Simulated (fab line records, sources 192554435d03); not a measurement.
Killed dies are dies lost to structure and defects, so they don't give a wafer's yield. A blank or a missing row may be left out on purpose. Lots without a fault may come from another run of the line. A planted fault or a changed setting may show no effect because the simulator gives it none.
fab line records | flow n5_finfet
record lots=4 wafers=12 last_day=16
route steps=1938 shown SD_ACTIVATION@331 ILD0@335 SDB@347 PASSIVATION@1936
lots that met no fault: from a run of the same line without faults
start_h: hours from the record's first day to the start of the lot's first wafer shown | wait_h: hours since the lot's step before | " the same as in the row above | L1.1+2: a row that stands for several wafers | - no value, or no start given | * or withheld: withheld | < > ~ a bound
route shown NAME@n: a module of which the file shows steps, and the number in the route of the first | usual: mean/standard deviation of fault-free wafers | same: alike in all rows | chamber/n: place in a boat | sites: the reading at each site | _std_site: their standard deviation | _edge_site: outer sites' mean less inner sites' | radius_mm: how far each site lies from the wafer's centre | mask NAME#n: copy n | behind: the tool/chamber that last shaped the wafer | hold: why the lot was held/for how many hours/how that ended | device: the transistor (n, p or np) that didn't switch | end of line: the same wafers' tests at the end of the route | a step without rows: its recipe alone | killed: dies lost to structure and defects at the first sort, not the wafer's yield | map: a wafer's dies, x killed, . not, _ none there
set.NAME: the setting as run; set.NAME@STEP: as run at that earlier step | model.NAME: the simulator's own value behind a step, which no gauge read
lots at some steps of the route; a table a step, a row a wafer
services: from which hour (start_h, from the record's first day; less than 0 if before it) a tool's chamber was out of use, for how many hours, and why
## steps
# step N5_SD_ACTIVATION_LSA_01
# recipe temp_c=1080 time_s=0.0008 ambient=N2
# step N5_ILD0_LINER_00
# recipe material=SiNx target_thk_a=40 temp_c=400 ald_precursor_family=SiH2I2 ald_co_reactant=N2/H2-plasma pulse_time_s=1 purge_time_s=2 co_reactant_purge_time_s=2 ald_cycles=80 pressure_torr=2
# step N5_ILD0_FCVD_FILL_01
# recipe material=SiO2_flowable target_thk_a=2000 temp_c=100 pressure_torr=0.8 rf_w=2000 time_s=328.3
# step N5_ILD0_CURE_02
# recipe temp_c=450 time_s=1800 ambient=steam idle_temp_c=400 ramp_up_c_per_min=5 ramp_down_c_per_min=3 densification_p_h2o_torr=640
# step N5_ILD0_CMP_03
# recipe stop_on=SiNx t_overpolish_s=1.9 post_cmp_clean=alkaline_brush down_force_psi=4.1491 platen_rpm=51.796 pad_velocity_m_s=1.0306 target_thk_nm=197.38
# step N5_ILD0_CMP_07
# recipe stop_on=poly-Si material=SiO2_flowable t_overpolish_s=1.18 post_cmp_clean=alkaline_brush down_force_psi=4.1491 platen_rpm=51.796 pad_velocity_m_s=1.0306 target_thk_nm=138.88
# step N5_ILD0_PRECLEAN_10
# recipe chemistry=NF3:NH3 afs_cycles=5 time_s=20 temp_c=30 sublimation_temp_c=180 sublimation_time_s=60 pressure_torr=3 rf_power_w=30
# step N5_ILD0_ALD_15
# recipe material=SiNx target_thk_a=240 temp_c=400 ald_precursor_family=SiH2I2 ald_co_reactant=N2/H2-plasma pulse_time_s=1 ald_cycles=480 purge_time_s=2 co_reactant_purge_time_s=2 pressure_torr=2
# usual heater_power_w=859/120 precursor_pulse_height_rel=1.000/0.019
# columns lot.wafer tool chamber start_h wait_h heater_power_w precursor_pulse_height_rel
L456.2 ald_sin-03 0 80.70 0.5 878 0.976
L456.4 " 2 81.78 1.3 925 0.964
L456.6 " 0 " " 913 1.026
L457.1 ald_sin-03 3 90.48 1.7 820 1.005
L457.2 " 0 " " 876 1.000
L457.3 " 1 " " 873 1.034
L459.1 ald_sin-03 3 102.80 1.0 803 0.973
L459.4 " 0 " " 888 1.000
L459.6 " 0 103.88 1.5 905 1.030
L474.1 ald_sin-01 3 191.88 0.6 1179 0.986
L474.4 " 1 " " 762 0.940
L474.6 " 1 192.97 1.1 749 1.029
# step N5_ILD0_CMP_12
# recipe stop_on=poly-Si material=SiNx t_overpolish_s=6 post_cmp_clean=alkaline_brush down_force_psi=2.5 platen_rpm=51.8 pad_velocity_m_s=1.0307 target_thk_nm=17.67
# step N5_SDB_HM_DEP_00
# recipe material=SiNx target_thk_a=400 temp_c=400 precursor=SiH4/NH3/N2 pressure_torr=1.5 rf_w=300 time_s=35.3
# step N5_SDB_COAT_03
# recipe resist=SOC temp_c=250 time_s=60 spin_rpm=1500 resist_thk_nm=100
# step N5_SDB_COAT_04
# recipe resist=SiARC temp_c=220 time_s=60 spin_rpm=1500 resist_thk_nm=18
# step N5_SDB_COAT_05
# recipe resist=CAR-ArF spin_rpm=1500 resist_thk_nm=90
# step N5_SDB_EBR_07
# recipe solvent=PGMEA ebr_width_mm=1.5
# step N5_SDB_SOFTBAKE_06
# recipe temp_c=110 time_s=60 resist=CAR-ArF
# step N5_SDB_EXPOSE_08
# recipe mask_id=SDB na=1.35 source_shape=conventional sigma_outer=0.5 polarization=unpolarized dose_mj=49.6
# step N5_SDB_PEB_09
# recipe peb_temp_c=withheld peb_time_s=60 resist=CAR-ArF
# step N5_SDB_DEVELOP_10
# recipe develop_time_s=30 developer=TMAH resist=CAR-ArF rinse_liquid=diw dry=air_spin dev_temp_c=23
# step N5_SDB_DESCUM_16
# recipe chemistry=O2 time_s=7.9 source_power_w=50 bias_power_w=20 pressure_mtorr=20 rf_frequency_hz=2.712e+07 temp_c=40 resist=CAR-ArF o2_flow_sccm=225
# step N5_SDB_ETCH_17
# recipe chemistry=CF4 target=SiARC target_depth_a=234 mask_material=CAR-ArF time_s=39 ion_energy_ev=80 pressure_mtorr=40 source_w=545 bias_w=36 Ar_flow_sccm=100 cf4_flow_sccm=100 ends=cleared
# step N5_SDB_ETCH_18
# recipe chemistry=N2/H2 target=SOC target_depth_a=1000 overetch_a=200 mask_material=SiARC temp_c=40 time_s=150 ion_energy_ev=200 pressure_mtorr=30 source_w=840 bias_w=150 n2_flow_sccm=200 h2_flow_sccm=200
# step N5_SDB_STRIP_19
# recipe chemistry=N2/H2 temp_c=40 n2_flow_sccm=200 h2_flow_sccm=200 rf_frequency_hz=6e+07
# step N5_SDB_STRIP_21
# recipe chemistry=CF4 resist=SiARC power_w=300 bias_power_w=75 pressure_mtorr=50 cf4_flow_sccm=150 rf_frequency_hz=6e+07
# step N5_SDB_HM_OPEN_20
# recipe chemistry=CH3F/O2 target=SiNx mask_material=SOC target_depth_a=240 stop_on=poly-Si over_etch_frac=0.4 ion_energy_ev=120 pressure_mtorr=30 source_w=395 bias_w=73 Ar_flow_sccm=150 CH3F_flow_sccm=30 O2_flow_sccm=20
# step N5_SDB_STRIP_22
# recipe chemistry=N2/H2 power_w=1000 temp_c=250 h2_frac=0.65 overash_fraction=0.3 pressure_mtorr=withheld n2_flow_sccm=1750 h2_flow_sccm=3250
# step N5_SDB_PRECLEAN_23
# recipe chemistry=dHF time_s=30 temp_c=25 dilution=withheld
# step N5_SDB_DUMMY_REMOVE_24
# recipe chemistry=TMAH temp_c=70 target=poly-Si stop_on=SiO2 target_depth_nm=142 conc_wt_pct=5 time_s=57 dry=ipa_marangoni rinse_time_s=30 rinse_temp_c=23
# step N5_SDB_ETCH_25
# recipe chemistry=C4F6/O2 target=SiO2 target_depth_a=100 time_s=3.3 ion_energy_ev=250 mask_material=SiNx pressure_mtorr=30 source_w=345 bias_w=185 Ar_flow_sccm=300 C4F6_flow_sccm=10 O2_flow_sccm=10
# step N5_SDB_CUT_ETCH_26
# recipe chemistry=HBr/Cl2/O2 target=Si target_depth_a=1296 bt_time_s=20 mask_material=SiNx time_s=51.8 ion_energy_ev=* bias_w=* pressure_mtorr=10 icp_w=800 HBr_flow_sccm=150 Cl2_flow_sccm=80 O2_flow_sccm=12
# step N5_SDB_PRECLEAN_38
# recipe chemistry=dHF time_s=10 dilution=750:1 temp_c=25
# step N5_SDB_PRECLEAN_39
# recipe chemistry=O3/DIW time_s=45 temp_c=22 o3_ppm=10
# step N5_SDB_SRD_28
# recipe dry=ipa_marangoni time_s=30 temp_c=23 rinse_liquid=diw
# step N5_PASSIVATION_PROBE_49
# usual defect_limited_yield=91.0/1.5 killed_at_M0_to_M3=36/12 killed_at_M4_up=14/5.5 killed_at_contacts=11/4.8 killed_at_front_end=42/12 killed_at_other=3.7/2.7 killed_dies=106/18 killed_open=70/13 killed_short=35/8.2 sort_bin_5_function=5.3/1 sort_bin_6_memory=3.3/0.69 sort_n_pass=1074/18 sort_yield_pct=91.0/1.5
# same gross_dies=1180 killed_at_back_side=0 sort_bin_4_leakage[%]=0 sort_bin_8_speed[%]=0
# columns lot.wafer tool chamber start_h wait_h defect_limited_yield[%] killed_at_M0_to_M3 killed_at_M4_up killed_at_contacts killed_at_front_end killed_at_other killed_dies killed_open killed_short sort_bin_5_function[%] sort_bin_6_memory[%] sort_n_pass sort_yield_pct[%]
L457.1 prober-01 - 299.59 0.0 83.8 26 12 19 134 0 191 63 26 9.9 3.5 989 83.8
L457.2 prober-01 - 299.64 0.1 79.6 28 8 10 191 4 241 43 35 11.8 3.9 939 79.6
L457.3 prober-01 - 299.69 0.1 81.2 24 15 11 166 6 222 53 27 10.8 3.7 958 81.2
L459.1 prober-01 - 315.83 0.0 85.1 19 16 10 126 5 176 55 25 7.6 3.4 1004 85.1
L459.4 prober-01 - 315.98 0.2 79.5 31 10 13 184 4 242 49 34 11.5 5.1 938 79.5
L459.6 prober-01 - 316.08 0.3 80.6 25 10 3 177 14 229 51 30 12.6 2.9 951 80.6
# killed by level:class
L457.1 ILD0:unspecified=102 MOL_CONTACT_COAG:geometric_particle:open=10 MOL_CONTACT_COAG:geometric_particle:short=9 BEOL_M1:geometric_particle:open=7 BEOL_M4:geometric_particle:open=7 DUMMY_GATE:geometric_particle:open=6 BEOL_M0_SAQP:geometric_particle:short=6 FIN_SAQP:geometric_particle:open=5
L457.2 ILD0:unspecified=162 MOL_CONTACT_COAG:geometric_particle:open=8 BEOL_M3:geometric_particle:open=8 FIN_SAQP:geometric_particle:short=6 FIN_SAQP:geometric_particle:open=4 GATE_CUT:geometric_particle:short=4 BEOL_M0_SAQP:geometric_particle:short=4 BEOL_M1:geometric_particle:open=3
L457.3 ILD0:unspecified=142 MOL_CONTACT_COAG:geometric_particle:open=10 BEOL_M1:geometric_particle:open=8 BEOL_M4:geometric_particle:open=8 BEOL_M3:geometric_particle:open=6 FIN_SAQP:geometric_particle:open=5 PASS1_CAP:geometric_particle:short=5 FIN_SAQP:geometric_particle:short=4
L459.1 ILD0:unspecified=95 FIN_SAQP:geometric_particle:open=11 BEOL_M4:geometric_particle:open=10 MOL_CONTACT_COAG:geometric_particle:open=8 FIN_SAQP:geometric_particle:short=7 BEOL_M2:geometric_particle:open=6 DUMMY_GATE:geometric_particle:open=5 GATE_CUT:geometric_particle:short=5
L459.4 ILD0:unspecified=158 MOL_CONTACT_COAG:geometric_particle:open=11 BEOL_M3:geometric_particle:open=10 BEOL_M0_SAQP:geometric_particle:short=8 GATE_CUT:geometric_particle:short=7 FIN_SAQP:geometric_particle:short=5 BEOL_M0_SAQP:geometric_particle:open=5 FIN_SAQP:geometric_particle:open=4
L459.6 ILD0:unspecified=146 BEOL_M2:geometric_particle:open=10 FIN_SAQP:geometric_particle:open=7 GATE_CUT:geometric_particle:short=6 GATE_CUT:geometric_particle:open=4 BEOL_M4:geometric_particle:open=4 MIM_TOP:geometric_particle:open=4 MIM_TOP:geometric_particle:short=4
# map L457.2 (x killed, . not)
_________________...x.....x..________________
______________..x..............._____________
___________........................__________
__________......xx..............x..._________
________.......................xx....._______
_______......x.................xx..x...______
______.....x...x.............xxx..xxxx.x_____
_____.xx..............x....xxxxxxxxxxx.x.____
____........................xxxxxxxxxxx...___
___x.....................xxxxxxxxxxxxxxxxx.__
___....................x.xxxxxxxxxxxxxxxx..__
__..x.....xx...............xxxxxxxxxxxxxxxx._
__.............x..x.......xxxxxxxxxxxxxxxx.._
_...x....x............x..xxxxxxxxxxxxxxxxx...
_.........x...............xxxxxxxxxxxxxxx.x..
_........x......xx......x..xxxxxxxxxxx.xx....
_.................x.x......x..xxxxxxx.x.x...x
_...............................xxxxxxxxx..x.
_.......x........x...........xx.x..x...x.....
_.x..x....x...........xx.....................
_...........x..................x...x.........
__........x................................x_
__x..........x.................x..........x._
___....................................x...__
___....x......x..x...x.....................__
____.....................x.......x........___
_____.......x..................x.........____
______............x...x..........x......_____
_______...........x.x.......x..........______
________................x..........x.._______
__________....x.....x.x............._________
___________.......x..............x.__________
______________.................._____________
_________________.........x..________________
# map L459.4 (x killed, . not)
_________________............________________
______________.................._____________
___________.............x.......xx.__________
__________......x...x.........x....._________
________.....x................x......._______
_______...........xx...x..x..x..xxxxxx.______
______..........................xxxxx.x._____
_____.x......x..x.......x...xxxxxxxxxxxxx____
____.x.......x..............xxxxxxxxxx.x..___
___....x.............x.....xxxxxxxxxxxx....__
___................x.......xxxxxxxxxxxxxxx.__
__..x............x.........xxxxxxxxxxxxxxx.x_
__................x......xxxxxxxxxxxxxxxxxx._
_......x.................x.xxxxxxxxxxxxxxx...
_................x.....x..x.xxxxxxxxxxxx.x...
_.........................xxxxxxxxxxxx.x.xx..
_............x.....x.......x.xxxxxxx.x....x..
_.............x...........x.x..xxxxx.x.......
_............x..........x....xxxx.x....x..x..
_..x..x...............xx..x..x..............x
_..x.......................x..............x..
__....x..x..........................x......._
__.x........................................_
___.........xx.....x.x.........x...........__
___...................x.............x......__
____.................x...........x.x......___
_____............x.....x..x..............____
______x......x....x...............x....._____
_______............................x...______
________........................x....._______
__________............x..x......x..._________
___________.....................x.x__________
______________.........x..xx...._____________
_________________...x........________________
## services
# columns tool chamber start_h hours kind
ald_sin-03 1 80.39 3.1 repair
## key
first_sign step=N5_PASSIVATION_PROBE_49 reading=killed_at_front_end direction=up sigmas=9.9 usual=42 struck=163
effect step=N5_PASSIVATION_PROBE_49 reading=killed_dies direction=up sigmas=6.2 usual=106 struck=217
more_kills_born_at N5_ILD0_ALD_15@ald_sin-03=805
met_at N5_ILD0_ALD_15
struck_wafers L457.1,L457.2,L457.3,L459.1,L459.4,L459.6
onset_between 80.70 90.48
fault kind=chamber_particle_source tool=ald_sin-03 chamber=- onset_h=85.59 steps=N5_ILD0_ALD_15 rate_per_visit_cm2=1.9924 end_h=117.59
